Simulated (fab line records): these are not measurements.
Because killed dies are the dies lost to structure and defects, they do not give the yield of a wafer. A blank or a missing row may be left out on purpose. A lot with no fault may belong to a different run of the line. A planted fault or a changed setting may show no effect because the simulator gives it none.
fab line records | flow n5-finfet | part 2 of 2: steps 22 to 27 of 27
record lots=5 | wafers=15 | last-day=17
route steps=1938 shown BEOL_M4@1035
lots that met no fault: from a run of the same line without faults
start-h: the number of hours between the record's first day and the start of the first shown wafer of the lot | wait-h: time in hours since the lot's previous step | " repeats the value in the row above | L1.1+2: one row covering several wafers at once | - no value, or no start given | * or withheld: withheld | < > ~ a bound
route shown NAME@n: NAME is a module with steps in the file, n the number in the route of the first one | usual: the fault-free wafers' mean and standard deviation | same: alike in all rows | chamber/n: place in a boat | sites: per-site readings | _std_site: the standard deviation of these | _edge_site: inner sites' mean taken away from outer sites' mean | radius-mm: how far each site lies from the wafer's centre | mask NAME#n: copy n | behind: the tool/chamber that last shaped the wafer | hold: the reason the lot was held/the length of the hold in hours/how it ended | device: which transistor (n, p or np) failed to switch | end of line: the same wafers' tests at the end of the route | step lacking rows: just its recipe | killed: the dies lost at the first sort to structure and to defects; this is not the yield of the wafer | map: a wafer's dies, marking killed ones x, the rest . and places with no die _
set.NAME: the setting the step ran with; set.NAME@STEP: the setting that earlier step ran with | model.NAME: the simulator's own value behind a step, which no gauge read
lots at selected steps of the route; one table per step, one row per wafer
services: a tool's chamber out of use, with start hour (start-h, from the record's first day; less than 0 if before it), hours out, and reason
## steps
# step N5_BEOL_M4_CD_MEAS_28
# recipe target-cd-nm=26.2 | landing-energy-ev=500 | detector=se-inlens | target-cd-y-nm=24.1 | polarity=opening
# usual cd-nm=26.19/0.22
lot.wafer | tool      | chamber | start-h | wait-h | cd-nm
L075.1    | cd-sem-02 | 0       | 185.66  | -      | 25.83
L075.4    | "         | 0       | "       | "      | 26.14
L075.5    | "         | 0       | "       | "      | 26.50
L081.1    | cd-sem-03 | 0       | 221.29  | -      | 26.19
L081.3    | "         | 0       | "       | "      | 26.04
L081.4    | "         | 0       | "       | "      | 26.21
L085.1    | cd-sem-03 | 0       | 230.65  | -      | 26.25
L085.5    | "         | 0       | "       | "      | 26.02
L085.6    | "         | 0       | "       | "      | 26.41
L084.1    | cd-sem-03 | 0       | 259.53  | -      | 26.42
L084.3    | "         | 0       | "       | "      | 26.21
L084.6    | "         | 0       | "       | "      | 26.00
L083.1    | cd-sem-01 | 0       | 284.36  | -      | 26.33
L083.2    | "         | 0       | "       | "      | 25.96
L083.6    | "         | 0       | "       | "      | 26.16
# step N5_BEOL_M4_OVL_MEAS_29
# recipe points-per-wafer=522
# usual V3_OVL=-0.1/0.7
lot.wafer | tool       | chamber | start-h | wait-h | V3_OVL[nm]
L075.1    | overlay-01 | 0       | 185.69  | 0.0    | -0.5
L075.4    | "          | 0       | "       | "      | -1.2
L075.5    | "          | 0       | "       | "      | -0.2
L081.1    | overlay-01 | 0       | 221.32  | 0.0    | 0.3
L081.3    | "          | 0       | "       | "      | 0.5
L081.4    | "          | 0       | "       | "      | -0.2
L085.1    | overlay-01 | 0       | 230.69  | 0.0    | -0.7
L085.5    | "          | 0       | "       | "      | -0.5
L085.6    | "          | 0       | "       | "      | -0.3
L084.1    | overlay-02 | 0       | 259.56  | 0.0    | 1.0
L084.3    | "          | 0       | "       | "      | 1.4
L084.6    | "          | 0       | "       | "      | -0.5
L083.1    | overlay-02 | 0       | 284.39  | 0.0    | -0.3
L083.2    | "          | 0       | "       | "      | -0.7
L083.6    | "          | 0       | "       | "      | -0.7
# step N5_BEOL_M4_INSPECT_30
# recipe mode=adi | inspect-instrument=brightfield
# usual raw-defect-count=392/95
lot.wafer | tool              | chamber | start-h | wait-h | raw-defect-count
L075.1    | defect-inspect-02 | -       | 185.74  | 0.1    | 288
L075.4    | "                 | -       | "       | "      | 333
L075.5    | "                 | -       | "       | "      | 354
L081.1    | defect-inspect-02 | -       | 221.38  | 0.1    | 416
L081.3    | "                 | -       | "       | "      | 350
L081.4    | "                 | -       | "       | "      | 295
L085.1    | defect-inspect-02 | -       | 230.74  | 0.1    | 384
L085.5    | "                 | -       | "       | "      | 414
L085.6    | "                 | -       | "       | "      | 428
L084.1    | defect-inspect-01 | -       | 259.62  | 0.1    | 366
L084.3    | "                 | -       | "       | "      | 365
L084.6    | "                 | -       | "       | "      | 381
L083.1    | defect-inspect-02 | -       | 284.45  | 0.1    | 376
L083.2    | "                 | -       | "       | "      | 328
L083.6    | "                 | -       | "       | "      | 428
# step N5_BEOL_M4_DESCUM_33
# recipe chemistry=O2 | time-s=7 | source-power-w=50 | bias-power-w=20 | pressure-mtorr=20 | rf-frequency-hz=2.712e+07 | temp-c=40 | resist=CAR-EUV | o2-flow-sccm=225
# usual drypump-motor-current-A=5.8/0.47 | oes-product-au=0.79/0.081 | rf-vpp-V=243.2/1.1 | showerhead-plenum-p-Torr=2.10/0.051 | throttle-valve-pct=20.50/0.24
lot.wafer | tool        | chamber | start-h | wait-h | drypump-motor-current-A | oes-product-au | rf-hours-counter-h | rf-vpp-V | showerhead-plenum-p-Torr | throttle-valve-pct
L075.1    | rie-diel-04 | 3       | 185.78  | 0.0    | 5.5                     | 0.92           | 23                 | 243.4    | 2.13                     | 20.24
L075.4    | "           | 3       | "       | "      | 5.5                     | 0.93           | -                  | 244.2    | 2.13                     | 20.25
L075.5    | "           | 2       | "       | "      | 5.5                     | 0.71           | -                  | 241.9    | 2.08                     | 20.70
L081.1    | rie-diel-01 | 0       | 221.41  | 0.0    | 6.5                     | 0.85           | 68                 | 241.7    | 2.04                     | 20.35
L081.3    | "           | 3       | "       | "      | 5.2                     | 0.74           | 143                | 242.3    | 2.09                     | 20.74
L081.4    | "           | 1       | "       | "      | 5.7                     | 0.74           | -                  | 241.9    | 2.09                     | 20.70
L085.1    | rie-diel-04 | 2       | 230.92  | 0.2    | 5.5                     | 0.69           | 200                | 242.9    | 2.07                     | 20.72
L085.5    | "           | 3       | "       | "      | 5.5                     | 0.89           | -                  | 243.3    | 2.12                     | 20.26
L085.6    | "           | 2       | "       | "      | 5.6                     | 0.69           | -                  | 242.8    | 2.07                     | 20.72
L084.1    | rie-diel-04 | 2       | 259.79  | 0.2    | 5.5                     | 0.68           | 210                | 241.8    | 2.07                     | 20.73
L084.3    | "           | 1       | "       | "      | 6.2                     | 0.91           | 16                 | 242.1    | 2.04                     | 20.19
L084.6    | "           | 1       | "       | "      | 6.2                     | 0.92           | -                  | 242.7    | 2.04                     | 20.18
L083.1    | rie-diel-05 | 3       | 284.48  | 0.0    | 6.0                     | 0.78           | 127                | 242.6    | 2.01                     | 20.66
L083.2    | "           | 1       | "       | "      | 6.6                     | 0.75           | 173                | 243.2    | 2.09                     | 20.34
L083.6    | "           | 2       | "       | "      | 6.0                     | 0.70           | -                  | 244.1    | 2.16                     | 20.80
# step N5_BEOL_M4_ETCH_77
# recipe chemistry=N2/H2 | target=underlayer | target-depth-a=65 | mask-material=CAR-EUV | time-s=5.2 | ion-energy-ev=200 | pressure-mtorr=30 | source-w=840 | bias-w=150 | n2-flow-sccm=200 | h2-flow-sccm=200 | ends=cleared
# usual drypump-motor-current-A=5.8/0.47 | etch-rf-on-time-s=5.20/0.066 | oes-product-au=0.68/0.068 | rf-vpp-V=524.1/2.1 | showerhead-plenum-p-Torr=2.55/0.063 | throttle-valve-pct=17.94/0.24
lot.wafer | tool        | chamber | start-h | wait-h | drypump-motor-current-A | etch-rf-on-time-s | oes-product-au | rf-hours-counter-h | rf-vpp-V | showerhead-plenum-p-Torr | throttle-valve-pct
L075.1    | rie-diel-04 | 3       | 185.81  | 0.0    | 5.5                     | 5.14              | 0.78           | 23                 | 528.4    | 2.60                     | 17.77
L075.4    | "           | 3       | "       | "      | 5.5                     | 5.15              | 0.78           | -                  | 526.1    | 2.60                     | 17.80
L075.5    | "           | 2       | "       | "      | 5.5                     | 5.20              | 0.60           | -                  | 524.7    | 2.52                     | 18.19
L081.1    | rie-diel-01 | 0       | 221.44  | 0.0    | 6.5                     | 5.20              | 0.72           | 68                 | 523.4    | 2.48                     | 17.81
L081.3    | "           | 3       | "       | "      | 5.2                     | 5.17              | 0.63           | 143                | 524.9    | 2.56                     | 18.21
L081.4    | "           | 1       | "       | "      | 5.6                     | 5.19              | 0.64           | -                  | 521.8    | 2.53                     | 18.10
L085.1    | rie-diel-04 | 2       | 230.95  | 0.0    | 5.5                     | 5.24              | 0.59           | 200                | 523.6    | 2.52                     | 18.19
L085.5    | "           | 3       | "       | "      | 5.5                     | 5.12              | 0.75           | -                  | 527.4    | 2.60                     | 17.86
L085.6    | "           | 2       | "       | "      | 5.6                     | 5.34              | 0.59           | -                  | 525.0    | 2.52                     | 18.21
L084.1    | rie-diel-04 | 2       | 259.83  | 0.0    | 5.5                     | 5.27              | 0.60           | 210                | 522.5    | 2.51                     | 18.23
L084.3    | "           | 1       | "       | "      | 6.2                     | 5.14              | 0.78           | 16                 | 521.9    | 2.49                     | 17.65
L084.6    | "           | 1       | "       | "      | 6.2                     | 5.10              | 0.78           | -                  | 522.2    | 2.49                     | 17.59
L083.1    | rie-diel-05 | 3       | 284.52  | 0.0    | 6.0                     | 5.12              | 0.67           | 127                | 520.2    | 2.44                     | 18.00
L083.2    | "           | 1       | "       | "      | 6.6                     | 5.28              | 0.64           | 173                | 523.5    | 2.54                     | 17.88
L083.6    | "           | 2       | "       | "      | 6.1                     | 5.24              | 0.60           | -                  | 524.4    | 2.62                     | 18.18
# step N5_BEOL_M4_ETCH_69
# recipe chemistry=CF4 | target=SiARC | target-depth-a=156 | mask-material=CAR-EUV | time-s=26 | ion-energy-ev=80 | pressure-mtorr=40 | source-w=545 | bias-w=36 | Ar_flow_sccm=100 | cf4-flow-sccm=100 | ends=cleared
# usual drypump-motor-current-A=5.8/0.47 | etch-rf-on-time-s=26.1/0.34 | oes-product-au=0.68/0.068 | rf-vpp-V=184.2/1 | showerhead-plenum-p-Torr=2.15/0.05 | throttle-valve-pct=15.68/0.23
lot.wafer | tool        | chamber | start-h | wait-h | drypump-motor-current-A | etch-rf-on-time-s | oes-product-au | rf-hours-counter-h | rf-vpp-V | showerhead-plenum-p-Torr | throttle-valve-pct
L075.1    | rie-diel-04 | 3       | 185.83  | 0.0    | 5.5                     | 25.6              | 0.78           | 23                 | 183.2    | 2.19                     | 15.46
L075.4    | "           | 3       | "       | "      | 5.5                     | 25.4              | 0.78           | -                  | 183.1    | 2.19                     | 15.47
L075.5    | "           | 2       | "       | "      | 5.6                     | 26.3              | 0.60           | -                  | 184.9    | 2.13                     | 15.90
L081.1    | rie-diel-01 | 0       | 221.46  | 0.0    | 6.5                     | 26.2              | 0.72           | 68                 | 183.4    | 2.09                     | 15.50
L081.3    | "           | 3       | "       | "      | 5.2                     | 25.9              | 0.64           | 143                | 184.3    | 2.14                     | 15.88
L081.4    | "           | 1       | "       | "      | 5.6                     | 25.8              | 0.64           | -                  | 184.0    | 2.13                     | 15.82
L085.1    | rie-diel-04 | 2       | 230.97  | 0.0    | 5.5                     | 26.9              | 0.59           | 200                | 183.9    | 2.13                     | 15.95
L085.5    | "           | 3       | "       | "      | 5.5                     | 26.0              | 0.76           | -                  | 184.1    | 2.19                     | 15.51
L085.6    | "           | 2       | "       | "      | 5.6                     | 26.6              | 0.59           | -                  | 185.0    | 2.13                     | 15.94
L084.1    | rie-diel-04 | 2       | 259.85  | 0.0    | 5.5                     | 26.9              | 0.58           | 210                | 183.7    | 2.13                     | 15.97
L084.3    | "           | 1       | "       | "      | 6.2                     | 26.3              | 0.78           | 16                 | 184.0    | 2.10                     | 15.35
L084.6    | "           | 1       | "       | "      | 6.2                     | 26.3              | 0.78           | -                  | 185.0    | 2.10                     | 15.36
L083.1    | rie-diel-05 | 3       | 284.54  | 0.0    | 6.0                     | 26.2              | 0.66           | 127                | 185.0    | 2.06                     | 15.85
L083.2    | "           | 1       | "       | "      | 6.6                     | 26.3              | 0.64           | 173                | 185.0    | 2.13                     | 15.54
L083.6    | "           | 2       | "       | "      | 6.0                     | 26.4              | 0.59           | -                  | 184.1    | 2.19                     | 15.99
## services
tool           | chamber | start-h | hours | kind
euv-scanner-02 | -       | 167.86  | 1.9   | repair
euv-scanner-02 | -       | 169.79  | 1.0   | pm
euv-scanner-01 | -       | 173.59  | 6.2   | pm
rie-diel-05    | 1       | 173.90  | 8.8   | repair
rie-diel-04    | 1       | 176.16  | 8.1   | repair
rie-metal-01   | 1       | 177.48  | 3.6   | repair
rie-diel-01    | 0       | 182.28  | 1.9   | repair
euv-scanner-01 | -       | 182.29  | 5.2   | repair
rie-diel-04    | 1       | 185.89  | -     | clean
rie-diel-01    | 2       | 190.80  | 1.6   | repair
rie-metal-01   | -       | 192.91  | 1.4   | pm
euv-scanner-01 | -       | 206.84  | 1.0   | pm
rie-metal-02   | 0       | 207.82  | 1.5   | repair
rie-diel-04    | 0       | 214.62  | 7.9   | repair
euv-scanner-02 | -       | 225.83  | 1.0   | pm
rie-diel-05    | -       | 236.95  | 2.4   | repair
rie-metal-01   | -       | 239.29  | 14.6  | pm
rie-metal-03   | 0       | 249.06  | 38.5  | repair
euv-scanner-02 | -       | 251.58  | 4.6   | pm
euv-scanner-01 | -       | 255.27  | 1.5   | repair
euv-scanner-01 | -       | 262.99  | 1.0   | pm
euv-scanner-01 | -       | 267.59  | 5.8   | pm
euv-scanner-02 | -       | 281.98  | 1.0   | pm
rie-metal-01   | 0       | 283.97  | 2.3   | repair
